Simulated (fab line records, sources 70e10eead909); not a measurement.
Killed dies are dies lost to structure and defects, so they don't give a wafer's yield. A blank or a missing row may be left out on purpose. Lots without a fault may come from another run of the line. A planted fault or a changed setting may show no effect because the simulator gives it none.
Which tool did it? | flow nand_harc | 15 lots, 45 wafers sampled, at 5 steps of a route of 1302

WHAT THE GAUGES READ, wafer by wafer
NHARC_P_M2_THK_MEAS_24: measures by xrf.
lot  | measured     | on            | thk_nm (nm)
L550 | day 6 17:47  | film_metro-01 | 142.5 142.5 142.8
L552 | day 7 05:46  | film_metro-02 | 144.4 143.5 144.8
L553 | day 7 19:14  | film_metro-01 | 143.6 142.7 144.0
L555 | day 8 13:45  | film_metro-01 | 145.5 142.6 142.7
L557 | day 9 13:49  | film_metro-02 | 143.0 145.7 146.1
L558 | day 9 20:09  | film_metro-02 | 141.9 142.6 146.9
L564 | day 12 12:27 | film_metro-02 | 144.4 143.2 142.4
L565 | day 12 22:55 | film_metro-02 | 146.4 145.3 145.7
L566 | day 13 09:17 | film_metro-01 | 143.4 145.2 145.9
L568 | day 14 10:04 | film_metro-01 | 142.8 142.0 143.4
L569 | day 14 17:24 | film_metro-02 | 145.2 144.0 142.7
L570 | day 14 23:10 | film_metro-01 | 142.7 144.6 146.5
L571 | day 15 09:37 | film_metro-01 | 146.6 146.6 144.9
L572 | day 15 17:35 | film_metro-02 | 146.1 146.4 144.3
L573 | day 16 04:38 | film_metro-02 | 145.6 143.4 143.7

NHARC_P_BONDPAD_THK_MEAS_33: measures by ellipsometry.
lot  | measured     | on            | thk_nm (nm)
L550 | day 6 19:10  | film_metro-01 | 202.2 200.7 201.8
L552 | day 7 07:08  | film_metro-02 | 200.6 199.5 200.3
L553 | day 7 20:36  | film_metro-02 | 196.8 199.2 198.4
L555 | day 8 15:08  | film_metro-01 | 198.4 197.3 196.3
L557 | day 9 15:12  | film_metro-02 | 197.5 199.7 199.0
L558 | day 9 21:31  | film_metro-01 | 198.2 200.7 197.7
L564 | day 12 13:49 | film_metro-01 | 248.2 248.3 248.3
L565 | day 13 00:17 | film_metro-02 | 252.6 245.3 252.1
L566 | day 13 10:38 | film_metro-02 | 250.0 248.7 256.0
L568 | day 14 11:25 | film_metro-02 | 200.7 200.0 200.1
L569 | day 14 18:48 | film_metro-01 | 202.2 201.7 200.5
L570 | day 15 00:31 | film_metro-01 | 199.6 200.6 201.4
L571 | day 15 11:00 | film_metro-01 | 200.9 200.6 200.7
L572 | day 15 18:58 | film_metro-01 | 199.6 199.6 201.9
L573 | day 16 06:02 | film_metro-02 | 202.0 200.0 203.6

WHICH TOOL RAN EACH LOT (tool, then ch and the chambers of the sampled wafers, then the start)
lot  | NHARC_P_M2_ETCH_35                 | NHARC_P_M2_PVD_20                       | NHARC_P_BONDPAD_CMP_32
L550 | rie_diel-10 ch 0,1,2, day 6 15:28  | pvd_sputter-03, day 6 17:47 or earlier  | cmp-03 ch 0,1, day 6 18:56
L552 | rie_diel-10 ch 0,1,3, day 7 03:24  | pvd_sputter-03, day 7 05:46 or earlier  | cmp-03 ch 1,2,3, day 7 06:55
L553 | rie_diel-02 ch 1,2,3, day 7 16:28  | pvd_sputter-02, day 7 19:14 or earlier  | cmp-02 ch 0,2,3, day 7 20:21
L555 | rie_diel-10 ch 0,1,2, day 8 11:25  | pvd_sputter-03, day 8 13:45 or earlier  | cmp-01 ch 0,2, day 8 14:53
L557 | rie_diel-02 ch 1,2,3, day 9 11:29  | pvd_sputter-03, day 9 13:49 or earlier  | cmp-01 ch 0,2,3, day 9 14:57
L558 | rie_diel-10 ch 1,2, day 9 17:44    | pvd_sputter-01, day 9 20:09 or earlier  | cmp-03 ch 0,2, day 9 21:18
L564 | rie_diel-02 ch 1,2,3, day 12 10:06 | pvd_sputter-03, day 12 12:27 or earlier | cmp-01 ch 1,2,3, day 12 13:35
L565 | rie_diel-02 ch 0,2, day 12 20:31   | pvd_sputter-01, day 12 22:55 or earlier | cmp-01 ch 1,2, day 13 00:02
L566 | rie_diel-11 ch 1,3, day 13 06:52   | pvd_sputter-01, day 13 09:17 or earlier | cmp-02 ch 1,2, day 13 10:23
L568 | rie_diel-02 ch 0,3, day 14 07:43   | pvd_sputter-03, day 14 10:04 or earlier | cmp-01 ch 0,2,3, day 14 11:10
L569 | rie_diel-11 ch 1,2,3, day 14 15:01 | pvd_sputter-01, day 14 17:24 or earlier | cmp-03 ch 0,1,3, day 14 18:33
L570 | rie_diel-10 ch 0,1,2, day 14 20:50 | pvd_sputter-03, day 14 23:10 or earlier | cmp-01 ch 0,2,3, day 15 00:18
L571 | rie_diel-02 ch 0,1,3, day 15 07:17 | pvd_sputter-02, day 15 09:37 or earlier | cmp-03 ch 0,1,3, day 15 10:46
L572 | rie_diel-11 ch 0,1,3, day 15 15:14 | pvd_sputter-01, day 15 17:35 or earlier | cmp-02 ch 0,1,2, day 15 18:43
L573 | rie_diel-10 ch 1,2, day 16 02:19   | pvd_sputter-02, day 16 04:38 or earlier | cmp-03 ch 0,3, day 16 05:48
- NHARC_P_M2_ETCH_35: etches the open film in N2/H2, target depth 40 nm, overetch 12 nm, time 43.94 s.
- NHARC_P_M2_PVD_20: deposits TaN, target thk 5 nm, time 8.06 s.
- NHARC_P_BONDPAD_CMP_32: polishes SiCN, target thk 200 nm.

WHAT THE TOOLS THEMSELVES READ (means of the sampled wafers that have a number; where no wafer has one, the mark that the record gives instead)
NHARC_P_M2_ETCH_35.
lot  | tool        | chamber_pressure_mTorr (mTorr) | drypump_motor_current_A (A) | oes_product_au (a.u.) | rf_vpp_V (V) | showerhead_plenum_p_Torr (Torr) | throttle_valve_pct (%)
L550 | rie_diel-10 | 29.987                         | 5.6                         | 0.996                 | 429.5        | 2.00                            | 14.171
L552 | rie_diel-10 | 30.001                         | 6.0                         | 1.001                 | 428.2        | 1.99                            | 14.170
L553 | rie_diel-02 | 30.018                         | 5.7                         | 1.002                 | 429.1        | 1.95                            | 14.163
L555 | rie_diel-10 | 30.018                         | 5.6                         | 1.004                 | 430.0        | 2.00                            | 14.176
L557 | rie_diel-02 | 30.004                         | 5.7                         | 1.002                 | 428.6        | 1.95                            | 14.175
L558 | rie_diel-10 | 30.005                         | 5.3                         | 1.000                 | 430.1        | 2.00                            | 14.164
L564 | rie_diel-02 | 29.983                         | 5.7                         | 1.003                 | 428.3        | 1.95                            | 14.180
L565 | rie_diel-02 | 30.006                         | 6.0                         | 1.017                 | 428.4        | 1.95                            | 14.174
L566 | rie_diel-11 | 30.037                         | 5.4                         | 1.002                 | 430.4        | 2.02                            | 14.177
L568 | rie_diel-02 | 29.993                         | 6.1                         | 0.997                 | 428.8        | 2.02                            | 14.172
L569 | rie_diel-11 | 30.001                         | 5.5                         | 1.004                 | 429.5        | 2.02                            | 14.167
L570 | rie_diel-10 | 29.990                         | 5.6                         | 1.002                 | 429.3        | 2.00                            | 14.174
L571 | rie_diel-02 | 30.003                         | 5.9                         | 0.988                 | 428.4        | 1.99                            | 14.173
L572 | rie_diel-11 | 29.999                         | 5.6                         | 1.009                 | 430.6        | 2.06                            | 14.171
L573 | rie_diel-10 | 29.960                         | 5.5                         | 1.011                 | 429.6        | 1.98                            | 14.170

NHARC_P_M2_PVD_20.
lot  | tool           | throttle_valve_pct (%)
L550 | pvd_sputter-03 | 32.0
L552 | pvd_sputter-03 | 31.0
L553 | pvd_sputter-02 | 30.2
L555 | pvd_sputter-03 | 30.2
L557 | pvd_sputter-03 | 29.7
L558 | pvd_sputter-01 | 28.8
L564 | pvd_sputter-03 | 29.8
L565 | pvd_sputter-01 | 28.8
L566 | pvd_sputter-01 | 29.3
L568 | pvd_sputter-03 | 30.5
L569 | pvd_sputter-01 | 29.1
L570 | pvd_sputter-03 | 30.2
L571 | pvd_sputter-02 | 30.9
L572 | pvd_sputter-01 | 28.7
L573 | pvd_sputter-02 | 29.6

NHARC_P_BONDPAD_CMP_32.
lot  | tool   | edge_zone_pressure_frac | motor_current_A (A)
L550 | cmp-03 | 0.999                   | 11.5
L552 | cmp-03 | 1.006                   | 12.1
L553 | cmp-02 | 0.998                   | 12.6
L555 | cmp-01 | 1.004                   | 13.4
L557 | cmp-01 | 1.002                   | 13.0
L558 | cmp-03 | 1.000                   | 11.9
L564 | cmp-01 | -                       | -
L565 | cmp-01 | -                       | -
L566 | cmp-02 | -                       | -
L568 | cmp-01 | 1.001                   | 12.7
L569 | cmp-03 | 1.002                   | 11.9
L570 | cmp-01 | 1.003                   | 12.9
L571 | cmp-03 | 1.004                   | 11.9
L572 | cmp-02 | 1.002                   | 12.1
L573 | cmp-03 | 0.998                   | 11.1

THE ANSWER, worked out from the rows above alone
Rule: what is usual is taken from the lots themselves. Put in order of their means at a reading, lots are off if they are a third of the lots or fewer, leave a main group of 4 or more, and stand apart from it by a gap of 3 or more times the standard deviation of the main group's means; of several such gaps the widest counts. A main group whose means are all the same, to the digits that the tables above print for the reading, isn't used. A lot without any number at a reading at which 4 lots or more have one is off too. The other lots that the step has rows for count as sound. The gauges are gone through in route order, then the tools' own readings, and for those a lot's mean is taken as printed above. The first step at which some lot is off is used, and at that step the reading that is off furthest; a lot without a number counts as furthest.
Off: L564, L565, L566, at NHARC_P_BONDPAD_THK_MEAS_33 (thk_nm). The main group: mean 200.0 nm, standard deviation 1.4.
A tool fits if, at a process step before that reading, it ran every lot that is off, and no sound lot after the first of them. The gauges at NHARC_P_BONDPAD_THK_MEAS_33 aren't tried: what is off there is off at NHARC_P_BONDPAD_CMP_32 too, on other tools, and a gauge's error can't cause that. NHARC_P_M2_PVD_20 gives no start for some lots, so the hours and the order of its lots are those of NHARC_P_M2_THK_MEAS_24. None of those tried fits.

WHAT THE SIMULATOR HAD PUT IN
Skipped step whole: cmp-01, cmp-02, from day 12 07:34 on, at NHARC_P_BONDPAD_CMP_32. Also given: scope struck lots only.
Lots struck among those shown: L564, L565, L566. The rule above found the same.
